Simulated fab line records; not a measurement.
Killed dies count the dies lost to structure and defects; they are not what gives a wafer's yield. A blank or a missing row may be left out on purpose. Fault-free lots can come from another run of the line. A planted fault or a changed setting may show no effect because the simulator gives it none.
Chamber matching    flow n5_finfet    4 sister chambers for N5_BEOL_M5_DESCUM_16 on rie_diel-03
The step chemistry O2, time 7 s. 14 wafers are shown with their chamber, then 7 later ones without.

== WAFERS WITH THEIR CHAMBER ==
wafer   chamber  showerhead_plenum_p_Torr (Torr)  throttle_valve_pct (%)  oes_product_au (a.u.)
L753.1  2        2.06                             20.06                   0.94
L753.3  1        2.24                             20.50                   0.89
L753.5  2        2.06                             20.04                   0.94
L758.4  2        2.06                             20.05                   0.90
L758.5  3        2.13                             20.67                   0.86
L758.6  0        2.06                             20.45                   0.72
L759.3  2        2.06                             20.05                   0.89
L759.5  2        2.06                             20.05                   0.89
L759.6  3        2.13                             20.67                   0.86
L765.1  0        2.06                             20.47                   0.70
L765.3  1        2.23                             20.55                   0.85
L765.5  0        2.06                             20.47                   0.71
L771.1  1        2.23                             20.56                   0.85
L771.3  0        2.06                             20.48                   0.71

SIGNATURES (averages over the wafers above)
reading                   chamber 0  chamber 1  chamber 2  chamber 3  scatter within a chamber
showerhead_plenum_p_Torr  2.0600     2.2333     2.0600     2.1300     0.00258
throttle_valve_pct        20.4675    20.5367    20.0500    20.6700    0.0166
oes_product_au            0.7100     0.8633     0.9120     0.8600     0.0199
Rule: a wafer lies at a distance from a chamber equal to the root of the sum of squares, over the readings, of (its reading less the chamber's mean, divided by the reading's scatter). The wafer belongs to the nearest chamber; if the next one is less than 2 further off, it can't be placed. The scatter is the square root of a quotient: the sum, over the shown wafers, of each reading's squared deviation from its chamber's mean, divided by wafers minus chambers.

== WAFERS WHOSE CHAMBER IS MISSING ==
wafer   showerhead_plenum_p_Torr (Torr)  throttle_valve_pct (%)  oes_product_au (a.u.)
L771.4  2.13                             20.69                   0.87
L772.3  2.22                             20.56                   0.84
L772.4  2.05                             20.48                   0.69
L772.6  2.22                             20.57                   0.84
L774.3  2.22                             20.55                   0.84
L774.5  2.13                             20.69                   0.85
L774.6  2.05                             20.49                   0.70

== WHICH CHAMBER EACH WENT THROUGH ==
wafer   from the rows above  in truth
L771.4  3                    3
L772.3  1                    1
L772.4  0                    0
L772.6  1                    1
L774.3  1                    1
L774.5  3                    3
L774.6  0                    0
Placed correctly: 7 of 7. From these rows, 0 cannot be placed. Placed wrongly: 0.
